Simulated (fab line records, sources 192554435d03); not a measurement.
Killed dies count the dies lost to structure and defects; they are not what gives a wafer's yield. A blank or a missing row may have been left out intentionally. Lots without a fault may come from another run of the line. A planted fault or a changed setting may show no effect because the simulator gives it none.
8D (eight disciplines) problem report, filled in by code ; flow n5 finfet ; the parts of the form that need people (team, actions taken, sign-off) are left out

== 1. WHAT IS WRONG ==
Mean of thk nm at N5_SD_EPI_P_EPI_MEAS_23: 51.0 nm across 6 wafers in 2 lots; on wafers with no fault it is 60.9 nm (standard deviation 1.3). That is -7.6 standard deviations from the usual mean.
First observed at day 7 21:32: wafer L380.3, on film metro-01. Wafers with a number at this step in the record: 30, from 10 lots. Rule for "out", or "out of limits": more than 4 standard deviations from the usual mean. The other wafers with a number count as sound.

== 2. WHAT THIS IS AND IS NOT ==
question;is;is not
which readings at this step;thk nm;-
which lots;L380, L381;L364, L365, L366, L369, L370, L373, L374, L385
which wafers of those lots;all that have a number;-
read on which gauges;film metro-01, film metro-02;-
when;from day 7 21:32;"up to then (21 sound wafers); but 3 sound wafers of L385 came after"

== 3. WHAT RULES OUT EACH SUSPECT ==
Counting: a tool at any process step up to the reading remains a suspect when it ran all the lots that are out and ran no sound lot after the first of those.
- the gauge at N5_SD_EPI_P_EPI_MEAS_23: ruled out. Those wafers that are out were read across 2 gauges (film metro-01, film metro-02).
- epi rpcvd-03 at N5_SD_EPI_P_EPI_21 (deposits SiGe:B, time 355 s): kept. All lots that are out passed through it, beginning with L380 at day 7 20:03, and no sound lot followed; its final sound lot before that point was L374 at day 6 09:40.
Left after counting: epi rpcvd-03 at N5_SD_EPI_P_EPI_21.

== 4. THE CAUSE (what the simulator had put in) ==
Site profile drift: epi rpcvd-03, from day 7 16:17 on, at N5_SD_EPI_P_EPI_21. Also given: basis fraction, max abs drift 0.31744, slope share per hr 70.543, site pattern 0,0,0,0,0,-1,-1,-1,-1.
Only this tool survived the counting.

== 5. SEQUENCE OF EFFECTS, ordered by route ==
Each row: a reading where the mean over the struck wafers with a number is more than 3 standard deviations away from the usual. Scope: only readings with a usual standard deviation given in the record; hours: median across lots of the time from each lot's start at the first step in this table that gives one to its start at this step; sigmas: change in usual standard deviations.
hours;step;reading;usual;on struck wafers;change;sigmas
0;N5_SD_EPI_P_EPI_MEAS_23;thk nm;60.9 nm;51.0;-9.9;-7.6

== 6. WHAT WOULD HAVE CAUGHT IT SOONER ==
In this record the first reading out of limits at a measuring or inspecting step was taken at day 7 21:32, 5 hours after the fault began at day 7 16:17.
Tool readings at N5_SD_EPI_P_EPI_21 with a usual standard deviation given in the record: none out on any struck wafer, hence no alarm at a limit of 4 standard deviations on them.
Of the lots that are out (2), L381 began N5_SD_EPI_P_EPI_21 on epi rpcvd-03 after day 7 21:32. It would have been spared by a hold on the tool at that moment.
